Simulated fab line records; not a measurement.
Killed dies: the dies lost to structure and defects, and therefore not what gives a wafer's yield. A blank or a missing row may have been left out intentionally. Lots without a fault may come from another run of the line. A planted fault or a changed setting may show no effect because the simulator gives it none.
fab line records | flow n5Finfet
record: lots: 6 wafers: 18 lastDay: 19
route steps=1938 shown FIN_SAQP@91 BEOL_M4@1111 PASSIVATION@1936
lots that met no fault: from a run of the same line without faults
startH: hours from the record's opening day to when the first of the lot's shown wafers began | waitH: hours since the lot's step before | " unchanged from the row above | L1.1+2: a row that stands for several wafers | - no value, or no start was given | * or withheld: withheld | < > ~ a bound
route shown NAME@n: NAME is a module with steps in the file, n the number in the route of the first one | usual: the fault-free wafers' mean and standard deviation | same: alike in all rows | chamber/n: place in a boat | sites: per-site readings | _std_site: how widely they spread, as a standard deviation | _edge_site: mean of outer sites minus mean of inner sites | radiusMm: how far each site lies from the wafer's centre | mask NAME#n: copy n | behind: the most recent tool/chamber to have shaped the wafer | hold: what put the lot on hold/how long, in hours/how the hold closed | device: whichever transistor did not switch (one of n, p or np) | end of line: the same wafers' tests at the end of the route | a step with no rows: only its recipe | killed: dies lost to structure and defects at the first sort, not the wafer's yield | map: a wafer's dies, marking killed ones x, the rest . and places with no die _
set.NAME: the setting as run; set.NAME@STEP: as run at that earlier step | model.NAME: the simulator's own value behind a step, which no gauge read
certain route steps with their lots: each step a table, each wafer a row
services: the hour from which a tool's chamber was out of use, counted from the record's first day as startH (under 0 if before that day), plus the number of hours and why
== steps ==
step: N5_FIN_SAQP_PRECLEAN_00
recipe: chemistry: SC1 timeS: 60 tempC: 55 mix: 1:2:50
step: N5_FIN_SAQP_PRECLEAN_44
recipe: chemistry: SC2 timeS: 45 tempC: 35 mix: 1:1:50
step: N5_FIN_SAQP_SRD_01
recipe: dry: ipaMarangoni timeS: 30 tempC: 23 rinseLiquid: diw
step: N5_FIN_SAQP_ALD_61
recipe: material: SiO2 targetThkA: 40 tempC: 300 aldPrecursorFamily: BDEAS aldCoReactant: O2-plasma pulseTimeS: 1 purgeTimeS: 2 coReactantPurgeTimeS: 2 aldCycles: 43 pressureTorr: 2
usual: chamberPressureTorr: 2.000/0.0048 heaterPowerW: 474/38 precursorPulseHeightRel: 1.003/0.018
same: pulseTimeS: 1
columns lot.wafer tool chamber startH waitH chamberPressureTorr heaterPowerW precursorPulseHeightRel
L790.2 aldSin-02 2 21.28 0.8 2.007 513 0.974
L790.4 " 1 " " 2.001 466 0.991
L790.6 " 2 " " 2.002 502 0.977
L792.1 aldSin-04 2 32.97 0.5 2.010 519 0.989
L792.2 " 0 " " 2.002 439 0.986
L792.5 " 2 " " 2.002 523 0.966
L800.3 aldSin-01 1 80.77 0.4 1.998 449 1.022
L800.5 " 1 " " 1.993 436 1.001
L800.6 " 2 " " 1.994 491 0.992
L801.1 aldSin-02 2 87.57 0.8 2.002 506 0.981
L801.3 " 0 " " 2.001 503 0.990
L801.5 " 2 " " 2.009 523 0.982
L811.1 aldSin-01 2 146.48 0.0 2.004 482 0.995
L811.3 " 3 " " 2.002 481 1.003
L811.4 " 1 " " 2.005 430 1.010
L813.2 aldSin-02 0 159.76 0.0 1.989 510 1.006
L813.4 " 2 " " 1.999 519 0.998
L813.5 " 2 " " 1.994 521 0.982
step: N5_FIN_SAQP_DENSIFY_62
recipe: tempC: 700 timeS: 60 ambient: N2 idleTempC: 600 rampUpCPerS: 150 rampDownCPerS: 60 coolToC: 600
usual: lampPowerPct: 9.84/0.055 lamp_zone_7_pct: 10.266/0.01 wafer_temp_C_max: 703.4/0.67
columns lot.wafer tool chamber startH waitH lampPowerPct lamp_zone_7_pct wafer_temp_C_max
L790.2 rtpAnneal-02 0 21.67 0.3 9.80 10.269 702.5
L790.4 " 0 " " 9.96 10.280 703.0
L790.6 " 0 " " 9.88 10.282 703.9
L792.1 rtpAnneal-02 0 33.17 0.1 9.82 10.273 702.5
L792.2 " 0 " " 9.95 10.275 703.2
L792.5 " 0 " " 9.88 10.249 703.2
L800.3 rtpAnneal-01 0 81.04 0.2 9.84 10.246 703.1
L800.5 " 0 " " 9.88 10.275 702.8
L800.6 " 0 " " 9.80 10.280 702.5
L801.1 rtpAnneal-02 0 87.78 0.1 9.80 10.273 703.1
L801.3 " 0 " " 9.83 10.274 704.2
L801.5 " 0 " " 9.77 10.267 704.4
L811.1 rtpAnneal-02 0 146.68 0.1 9.79 10.255 703.2
L811.3 " 0 " " 9.82 10.276 703.2
L811.4 " 0 " " 9.80 10.268 703.1
L813.2 rtpAnneal-02 0 159.99 0.1 9.82 10.263 703.8
L813.4 " 0 " " 9.95 10.268 703.1
L813.5 " 0 " " 9.85 10.281 703.2
step: N5_FIN_SAQP_HM_DEP_03
recipe: material: SiNx targetThkA: 380 tempC: 400 precursor: SiH4/NH3/N2 pressureTorr: 1.5 rfW: 300 timeS: 33.6
usual: chamberPressureTorr: 1.500/0.0033 heaterPowerW: 765/85 showerheadPlenumPTorr: 5.13/0.058 throttleValvePct: 40.4/1.2
columns lot.wafer tool chamber startH waitH chamberPressureTorr heaterPowerW showerheadPlenumPTorr throttleValvePct
L790.2 pecvd-04 1 21.86 0.2 1.500 694 5.23 40.0
L790.4 " 0 " " 1.501 724 5.20 40.8
L790.6 " 2 " " 1.495 605 5.09 38.8
L792.1 pecvd-02 1 33.38 0.2 1.499 693 5.10 40.9
L792.2 " 2 " " 1.502 893 5.05 38.1
L792.5 " 1 " " 1.503 708 5.11 40.8
L800.3 pecvd-03 2 81.20 0.1 1.489 737 5.09 39.9
L800.5 " 0 " " 1.504 708 5.24 42.1
L800.6 " 2 " " 1.500 758 5.12 40.0
L801.1 pecvd-02 1 87.99 0.2 1.502 774 5.09 40.6
L801.3 " 0 " " 1.508 795 5.11 41.4
L801.5 " 0 " " 1.499 785 5.11 41.0
L811.1 pecvd-02 0 146.89 0.2 1.501 710 5.11 41.4
L811.3 " 2 " " 1.502 858 5.05 38.8
L811.4 " 1 " " 1.503 802 5.08 40.9
L813.2 pecvd-03 1 160.18 0.2 1.500 860 5.12 41.6
L813.4 " 2 " " 1.495 822 5.10 40.2
L813.5 " 2 " " 1.495 799 5.11 40.4
step: N5_FIN_SAQP_THK_MEAS_05
usual: thkNm: 37.7/0.54
columns lot.wafer tool chamber startH waitH thkNm
L790.2 filmMetro-01 - 21.94 0.1 37.7
L790.4 " - " " 38.2
L790.6 " - " " 39.0
L792.1 filmMetro-02 - 33.47 0.1 38.2
L792.2 " - " " 37.4
L792.5 " - " " 38.2
L800.3 filmMetro-01 - 81.29 0.1 37.0
L800.5 " - " " 38.4
L800.6 " - " " 38.0
L801.1 filmMetro-01 - 88.08 0.1 37.3
L801.3 " - " " 37.7
L801.5 " - " " 38.5
L811.1 filmMetro-01 - 146.99 0.1 37.2
L811.3 " - " " 37.4
L811.4 " - " " 37.3
L813.2 filmMetro-01 - 160.29 0.1 37.4
L813.4 " - " " 37.8
L813.5 " - " " 37.7
step: N5_FIN_SAQP_PECVD_47
recipe: material: a-Si targetThkA: 450 tempC: 400 precursor: SiH4/He pressureTorr: 3 rfW: 100 timeS: 36.3
step: N5_FIN_SAQP_PECVD_48
recipe: material: SiNx targetThkA: 250 tempC: 400 precursor: SiH4/NH3/N2 pressureTorr: 1.5 rfW: 300 timeS: 22.1
step: N5_FIN_SAQP_PECVD_06
recipe: material: a-Si targetThkA: 600 tempC: 400 precursor: SiH4/He pressureTorr: 3 rfW: 100 timeS: 48.1
usual: chamberPressureTorr: 3.000/0.0068 heaterPowerW: 823/91 showerheadPlenumPTorr: 5.67/0.046 throttleValvePct: 18.4/0.52
columns lot.wafer tool chamber startH waitH chamberPressureTorr heaterPowerW showerheadPlenumPTorr throttleValvePct
L790.2 pecvd-04 0 22.06 0.0 3.010 799 5.71 18.7
L790.4 " 1 " " 2.996 812 5.72 18.1
L790.6 " 2 " " 2.990 738 5.64 17.7
L792.1 pecvd-03 1 33.59 0.0 3.010 920 5.66 18.7
L792.2 " 0 " " 2.991 805 5.73 19.1
L792.5 " 0 " " 2.998 822 5.72 19.0
L800.3 pecvd-04 1 81.41 0.0 2.999 789 5.73 18.1
L800.5 " 0 " " 3.007 793 5.71 18.7
L800.6 " 1 " " 2.997 794 5.73 17.9
L801.1 pecvd-04 2 88.20 0.0 2.999 765 5.62 17.4
L801.3 " 1 " " 3.000 783 5.71 18.3
L801.5 " 2 " " 2.993 761 5.63 17.7
L811.1 pecvd-04 1 147.11 0.0 2.992 777 5.73 18.2
L811.3 " 0 " " 3.005 743 5.70 19.1
L811.4 " 1 " " 3.007 788 5.73 17.9
L813.2 pecvd-02 2 160.41 0.0 2.998 1046 5.62 17.9
L813.4 " 0 " " 2.993 765 5.64 18.7
L813.5 " 2 " " 3.001 1087 5.61 17.7
step: N5_FIN_SAQP_THK_MEAS_07
usual: thkNm: 60.2/0.9
columns lot.wafer tool chamber startH waitH thkNm
L790.2 filmMetro-02 - 22.15 0.1 58.4
L790.4 " - " " 59.3
L790.6 " - " " 60.1
L792.1 filmMetro-02 - 33.68 0.1 60.0
L792.2 " - " " 59.8
L792.5 " - " " 60.9
L800.3 filmMetro-01 - 81.78 0.3 58.3
L800.5 " - " " 59.3
L800.6 " - " " 59.0
L801.1 filmMetro-01 - 88.28 0.1 58.6
L801.3 " - " " 58.2
L801.5 " - " " 59.2
L811.1 filmMetro-01 - 147.22 0.1 60.1
L811.3 " - " " 61.1
L811.4 " - " " 61.5
L813.2 filmMetro-01 - 160.50 0.1 60.7
L813.4 " - " " 61.7
L813.5 " - " " 61.9
step: N5_FIN_SAQP_HM_DEP_72
recipe: material: SiO2 targetThkA: 120 tempC: 400 precursor: SiH4/N2O pressureTorr: 0.75 rfW: 275 timeS: 7.2
usual: chamberPressureTorr: 0.7498/0.0017 heaterPowerW: 785/87 showerheadPlenumPTorr: 8.13/0.11
columns lot.wafer tool chamber startH waitH chamberPressureTorr heaterPowerW showerheadPlenumPTorr
L790.2 pecvd-04 2 22.19 0.0 0.7510 710 8.01
L790.4 " 1 " " 0.7515 758 8.30
L790.6 " 0 " " 0.7485 722 8.26
L792.1 pecvd-02 1 33.72 0.0 0.7526 778 8.07
L792.2 " 2 " " 0.7492 954 7.98
L792.5 " 1 " " 0.7510 804 8.06
L800.3 pecvd-04 0 81.82 0.0 0.7495 714 8.26
L800.5 " 2 " " 0.7473 637 8.01
L800.6 " 0 " " 0.7469 708 8.26
L801.1 pecvd-03 1 88.32 0.0 0.7486 793 8.11
L801.3 " 2 " " 0.7531 793 8.08
L801.5 " 2 " " 0.7503 834 8.09
L811.1 pecvd-03 1 147.25 0.0 0.7500 845 8.12
L811.3 " 0 " " 0.7493 801 8.30
L811.4 " 1 " " 0.7494 851 8.11
L813.2 pecvd-02 2 160.55 0.0 0.7500 885 7.98
L813.4 " 2 " " 0.7518 907 7.97
L813.5 " 1 " " 0.7507 755 8.05
step: N5_FIN_SAQP_COAT_49
recipe: resist: SOC tempC: 250 timeS: 60 spinRpm: 1500 resistThkNm: 100
usual: heaterPowerTotalW: 500.5/1.7 runLengthS: 66.05/0.18
columns lot.wafer tool chamber startH waitH heaterPowerTotalW runLengthS
L790.2 lithoTrack-04 0 22.26 0.1 498.0 66.14
L790.4 " 0 " " 500.0 66.09
L790.6 " 0 " " 502.6 66.16
L792.1 lithoTrack-04 0 33.79 0.1 498.8 66.36
L792.2 " 0 " " 500.5 66.09
L792.5 " 0 " " 501.8 66.31
L800.3 lithoTrack-03 0 81.90 0.1 566.2 54.88
L800.5 " 0 " " 499.1 65.83
L800.6 " 0 " " 501.3 65.90
L801.1 lithoTrack-03 0 88.40 0.1 564.0 54.82
L801.3 " 0 " " 565.6 54.82
L801.5 " 0 " " 500.6 65.76
L811.1 lithoTrack-04 0 147.35 0.1 499.2 66.02
L811.3 " 0 " " 501.4 66.28
L811.4 " 0 " " 497.7 66.07
L813.2 lithoTrack-04 0 160.62 0.1 498.9 66.05
L813.4 " 0 " " 497.4 66.27
L813.5 " 0 " " 498.3 66.34
step: N5_FIN_SAQP_COAT_50
recipe: resist: SiARC tempC: 220 timeS: 60 spinRpm: 1500 resistThkNm: 35
step: N5_BEOL_M4_RC_MEAS_101
usual: DIBL_N: 36.3/1.9 DIBL_P: 36.0/2.1 IOFF_N: 0.16/0.031 IOFF_P: 0.21/0.035 ION_N: 675/14 ION_P: 464/8.5 SS_N: 71.5/0.6 SS_P: 73.3/0.72 VT_N: 250/3.2 VT_P: -250/3.1
columns lot.wafer tool chamber startH waitH DIBL_N[mV/V] DIBL_P[mV/V] IOFF_N[nA/um] IOFF_P[nA/um] ION_N[uA/um] ION_P[uA/um] SS_N[mV/dec] SS_P[mV/dec] VT_N[mV] VT_P[mV]
L790.2 prober-02 0 162.59 0.2 37.5 37.3 0.18 0.25 686 466 71.5 73.6 249 -248
L790.4 " 0 " " 34.3 34.8 0.14 0.21 673 468 71.1 73.7 251 -248
L790.6 " 0 " " 34.8 34.3 0.14 0.20 687 475 70.7 73.3 253 -249
L792.1 prober-01 0 173.88 0.0 33.3 32.1 0.11 0.15 658 456 70.6 72.4 255 -256
L792.2 " 0 " " 34.7 33.8 0.13 0.16 672 460 70.7 72.0 253 -255
L792.5 " 0 " " 35.3 33.9 0.13 0.16 662 446 71.4 73.6 255 -256
L800.3 prober-01 0 214.58 0.3 33.5 33.2 0.12 0.16 679 461 71.3 72.8 252 -255
L800.5 " 0 " " 33.7 33.7 0.12 0.17 674 462 70.4 72.7 253 -253
L800.6 " 0 " " 33.7 33.7 0.13 0.17 689 470 71.6 72.6 252 -253
L811.1 prober-02 0 287.96 0.0 37.7 37.4 0.16 0.23 674 466 72.3 74.0 249 -251
L811.3 " 0 " " 37.1 36.2 0.15 0.22 668 462 71.5 72.7 251 -248
L811.4 " 0 " " 36.4 35.2 0.14 0.20 658 456 72.2 72.9 252 -251
L801.1 prober-01 0 295.46 0.0 37.8 35.8 0.18 0.22 679 465 70.9 72.6 251 -249
L801.3 " 0 " " 34.0 32.2 0.12 0.18 685 467 70.2 72.3 255 -248
L801.5 " 0 " " 37.2 36.0 0.18 0.24 704 478 71.2 73.6 246 -247
L813.2 prober-01 0 340.83 0.2 36.4 36.4 0.14 0.21 650 452 71.2 72.6 254 -250
L813.4 " 0 " " 35.2 35.1 0.14 0.19 665 461 71.4 72.9 250 -254
L813.5 " 0 " " 36.7 37.6 0.17 0.22 663 457 71.0 73.8 252 -250
step: N5_PASSIVATION_PROBE_49
usual: defectLimitedYield: 91.0/1.5 killed_at_M0_to_M3: 32/9.6 killed_at_M4_up: 13/4.7 killedAtContacts: 13/7.2 killedAtFrontEnd: 44/13 killedAtOther: 4/3.4 killedDies: 106/18 killedOpen: 70/13 killedShort: 35/8 sort_bin_5_function: 5.3/0.97 sort_bin_6_memory: 3.4/0.73 sortNPass: 1074/18 sortYieldPct: 91.0/1.5
same: grossDies: 1180 killedAtBackSide: 0 sort_bin_4_leakage[%]: 0 sort_bin_8_speed[%]: 0
columns lot.wafer tool chamber startH waitH defectLimitedYield[%] killed_at_M0_to_M3 killed_at_M4_up killedAtContacts killedAtFrontEnd killedAtOther killedDies killedOpen killedShort sort_bin_5_function[%] sort_bin_6_memory[%] sortNPass sortYieldPct[%]
L790.2 prober-01 - 249.89 0.1 90.9 36 19 11 34 7 107 70 35 5.1 3.6 1073 90.9
L790.4 prober-01 - 249.99 0.2 92.4 27 12 6 40 5 90 62 27 4.3 2.8 1090 92.4
L790.6 prober-01 - 250.09 0.3 91.6 40 10 4 38 7 99 69 29 4.5 3.6 1081 91.6
L792.1 prober-01 - 255.70 0.0 91.3 18 11 18 52 4 103 78 24 5.1 3.4 1077 91.3
L792.2 prober-01 - 255.75 0.1 91.5 29 16 12 42 1 100 71 28 5.2 3.0 1080 91.5
L792.5 prober-01 - 255.90 0.2 88.2 37 9 30 57 6 139 98 38 7.4 4.2 1041 88.2
L800.3 prober-02 - 296.33 0.4 91.3 36 14 17 32 4 103 68 33 5.8 2.6 1077 91.3
L800.5 prober-02 - 296.43 0.5 92.4 25 14 10 40 1 90 61 29 3.9 3.3 1090 92.4
L800.6 prober-02 - 296.48 0.5 92.1 33 6 13 40 1 93 59 30 4.4 2.7 1087 92.1
L811.1 prober-02 - 392.67 0.0 89.2 44 15 15 49 4 127 81 44 6.9 3.6 1053 89.2
L811.3 prober-02 - 392.77 0.1 90.4 31 9 10 58 5 113 56 56 5.3 3.7 1067 90.4
L811.4 prober-02 - 392.82 0.2 90.8 27 16 4 58 4 109 75 29 5.2 3.7 1071 90.8
L801.1 prober-01 - 402.40 0.0 89.4 44 12 5 63 1 125 82 40 6.2 3.9 1055 89.4
L801.3 prober-01 - 402.50 0.1 86.1 53 16 18 73 4 164 104 58 7.8 5.6 1016 86.1
L801.5 prober-01 - 402.60 0.2 87.3 39 9 8 92 2 150 103 46 7.5 4.8 1030 87.3
L813.2 prober-01 - 446.53 0.1 92.7 20 18 3 38 7 86 47 39 4.2 2.6 1094 92.7
L813.4 prober-01 - 446.63 0.2 91.0 28 7 21 43 7 106 77 29 4.7 4.1 1074 91.0
L813.5 prober-01 - 446.68 0.2 94.2 21 8 9 29 2 69 45 24 3.4 1.9 1111 94.2
killed by level:class
L790.2 BEOL_M1:geometricParticle:open=13 FIN_SAQP:geometricParticle:open=10 MOL_CONTACT_COAG:geometricParticle:open=9 BEOL_M4:geometricParticle:open=9 BEOL_M2:geometricParticle:open=8 STARTING-WAFER:geometricParticle:short=7 BEOL_M3:geometricParticle:open=5 FIN_SAQP:geometricParticle:short=4
L790.4 BEOL_M3:geometricParticle:open=15 FIN_SAQP:geometricParticle:short=7 DUMMY_GATE:geometricParticle:open=7 FIN_SAQP:geometricParticle:open=6 MOL_CONTACT_COAG:geometricParticle:open=6 BEOL_M4:geometricParticle:open=6 BEOL_M2:geometricParticle:open=5 STI_FIN_REVEAL:geometricParticle:open=3
L790.6 FIN_SAQP:geometricParticle:open=18 BEOL_M2:geometricParticle:open=18 BEOL_M3:geometricParticle:open=6 STARTING-WAFER:geometricParticle:short=6 FIN_SAQP:geometricParticle:short=5 BEOL_M1:geometricParticle:open=5 MOL_CONTACT_COAG:geometricParticle:open=4 BEOL_M3:geometricParticle:short=4
L792.1 STI_FIN_REVEAL:geometricParticle:open=31 MOL_CONTACT_COAG:geometricParticle:open=16 STI_FIN_REVEAL:geometricParticle:short=7 BEOL_M2:geometricParticle:open=6 BEOL_M4:geometricParticle:open=5 BEOL_M0_SAQP:geometricParticle:open=4 BEOL_M0_SAQP:geometricParticle:short=3 BEOL_M3:geometricParticle:open=3
L792.2 STI_FIN_REVEAL:geometricParticle:open=17 MOL_CONTACT_COAG:geometricParticle:open=9 BEOL_M0_SAQP:geometricParticle:short=8 FIN_SAQP:geometricParticle:open=7 BEOL_M3:geometricParticle:open=7 BEOL_M6:geometricParticle:open=5 DUMMY_GATE:geometricParticle:open=4 GATE_CUT:geometricParticle:short=4
L792.5 MOL_CONTACT_COAG:geometricParticle:open=26 STI_FIN_REVEAL:geometricParticle:open=19 BEOL_M0_SAQP:geometricParticle:open=12 BEOL_M0_SAQP:geometricParticle:short=11 DUMMY_GATE:geometricParticle:open=10 FIN_SAQP:geometricParticle:open=8 FIN_SAQP:geometricParticle:short=6 BEOL_M2:geometricParticle:open=5
L800.3 MOL_CONTACT_COAG:geometricParticle:open=16 BEOL_M0_SAQP:geometricParticle:short=11 FIN_SAQP:geometricParticle:open=9 FIN_SAQP:geometricParticle:short=9 BEOL_M4:geometricParticle:open=9 BEOL_M0_SAQP:geometricParticle:open=8 BEOL_M3:geometricParticle:open=8 BEOL_M1:geometricParticle:open=5
L800.5 DUMMY_GATE:geometricParticle:open=8 FIN_SAQP:geometricParticle:open=7 FIN_SAQP:geometricParticle:short=7 MOL_CONTACT_COAG:geometricParticle:open=7 STARTING-WAFER:geometricParticle:open=6 BEOL_M4:geometricParticle:open=5 BEOL_M0_SAQP:geometricParticle:open=4 BEOL_M0_SAQP:geometricParticle:short=4
L800.6 MOL_CONTACT_COAG:geometricParticle:open=12 FIN_SAQP:geometricParticle:open=7 STI_FIN_REVEAL:geometricParticle:open=7 BEOL_M3:geometricParticle:open=7 FIN_SAQP:geometricParticle:short=6 BEOL_M2:geometricParticle:open=6 BEOL_M1:geometricParticle:open=5 BEOL_M0_SAQP:geometricParticle:short=4
L811.1 STI_FIN_REVEAL:geometricParticle:open=17 BEOL_M0_SAQP:geometricParticle:short=13 BEOL_M4:geometricParticle:open=12 MOL_CONTACT_COAG:geometricParticle:open=11 BEOL_M0_SAQP:geometricParticle:open=11 BEOL_M1:geometricParticle:open=10 FIN_SAQP:geometricParticle:short=6 STARTING-WAFER:geometricParticle:short=6
L811.3 FIN_SAQP:geometricParticle:short=23 STI_FIN_REVEAL:geometricParticle:open=11 BEOL_M0_SAQP:geometricParticle:short=11 FIN_SAQP:geometricParticle:open=8 MOL_CONTACT_COAG:geometricParticle:open=7 BEOL_M0_SAQP:geometricParticle:open=6 BEOL_M4:geometricParticle:open=5 BEOL_M1:geometricParticle:open=5
L811.4 STI_FIN_REVEAL:geometricParticle:open=18 FIN_SAQP:geometricParticle:short=11 FIN_SAQP:geometricParticle:open=10 BEOL_M0_SAQP:geometricParticle:open=7 BEOL_M3:geometricParticle:open=6 BEOL_M4:geometricParticle:open=6 BEOL_M0_SAQP:geometricParticle:short=5 BEOL_M2:geometricParticle:open=5
L801.1 FIN_SAQP:geometricParticle:open=20 BEOL_M0_SAQP:geometricParticle:open=15 STI_FIN_REVEAL:geometricParticle:open=12 BEOL_M0_SAQP:geometricParticle:short=12 DUMMY_GATE:geometricParticle:open=7 FIN_SAQP:geometricParticle:short=5 STI_FIN_REVEAL:geometricParticle:short=4 MOL_CONTACT_COAG:geometricParticle:open=4
L801.3 FIN_SAQP:geometricParticle:open=19 STI_FIN_REVEAL:geometricParticle:open=18 BEOL_M0_SAQP:geometricParticle:short=17 BEOL_M0_SAQP:geometricParticle:open=13 MOL_CONTACT_COAG:geometricParticle:open=13 FIN_SAQP:geometricParticle:short=10 BEOL_M0:geometricParticle:open=8 GATE_CUT:geometricParticle:short=7
L801.5 FIN_SAQP:geometricParticle:open=29 STI_FIN_REVEAL:geometricParticle:open=18 FIN_SAQP:geometricParticle:short=14 DUMMY_GATE:geometricParticle:open=13 BEOL_M0_SAQP:geometricParticle:open=12 BEOL_M0_SAQP:geometricParticle:short=12 MOL_CONTACT_COAG:geometricParticle:open=7 BEOL_M1:geometricParticle:open=7
L813.2 FIN_SAQP:geometricParticle:short=12 FIN_SAQP:geometricParticle:open=8 STI_FIN_REVEAL:geometricParticle:open=5 BEOL_M4:geometricParticle:open=5 GATE_CUT:geometricParticle:short=4 BEOL_M0_SAQP:geometricParticle:short=4 BEOL_M6:geometricParticle:open=4 BEOL_M0:geometricParticle:open=3
L813.4 MOL_CONTACT_COAG:geometricParticle:open=19 BEOL_M3:geometricParticle:open=10 STI_FIN_REVEAL:geometricParticle:open=9 DUMMY_GATE:geometricParticle:open=7 FIN_SAQP:geometricParticle:open=6 GATE_CUT:geometricParticle:short=5 BEOL_M2:geometricParticle:open=5 STARTING-WAFER:geometricParticle:open=5
L813.5 MOL_CONTACT_COAG:geometricParticle:open=9 BEOL_M3:geometricParticle:open=8 STI_FIN_REVEAL:geometricParticle:open=6 GATE_CUT:geometricParticle:short=6 DUMMY_GATE:geometricParticle:open=4 FIN_SAQP:geometricParticle:short=3 STI_FIN_REVEAL:geometricParticle:short=3 BEOL_M0_SAQP:geometricParticle:open=3
== services ==
columns tool chamber startH hours kind
pecvd-04 2 -2.00 16.5 scheduledDown
rtpAnneal-02 - 7.12 3.3 pm
aldSin-04 0 7.79 - clean
aldSin-04 1 7.79 - clean
aldSin-04 2 7.79 - clean
aldSin-04 3 7.79 - clean
pecvd-03 0 7.98 5.9 repair
aldSin-04 3 21.68 7.6 repair
aldSin-02 - 26.36 14.6 pm
aldSin-01 - 43.13 2.8 pm
lithoTrack-03 - 58.98 - consumableReplace:filter
aldSin-01 0 64.24 46.6 repair
aldSin-01 3 77.88 15.3 repair
aldSin-01 2 78.13 2.4 repair
pecvd-03 0 85.10 2.1 scheduledDown
pecvd-04 2 124.66 5.0 scheduledDown
pecvd-04 0 128.16 4.9 repair
pecvd-04 2 129.89 5.5 scheduledDown
pecvd-03 2 145.82 5.5 scheduledDown
pecvd-02 - 153.90 0.6 repair
pecvd-03 0 158.99 5.5 scheduledDown
aldSin-02 1 160.35 15.6 repair
== key ==
firstSign: step: N5_FIN_SAQP_COAT_49 reading: runLengthS direction: down sigmas: 62 usual: * struck: *
effect: step: N5_FIN_SAQP_COAT_49 reading: heaterPowerTotalW direction: up sigmas: 38 usual: * struck: *
metAt N5_FIN_SAQP_COAT_49
struckWafers L800.3,L801.1,L801.3
fault: kind: processParameterDrift tool: lithoTrack-03 chamber: - onsetH: 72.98 steps: N5_FIN_SAQP_COAT_49 channel: timeS offset: * shape: step endH: 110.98 scope: struckWafersOnly actsIn: * stated: *
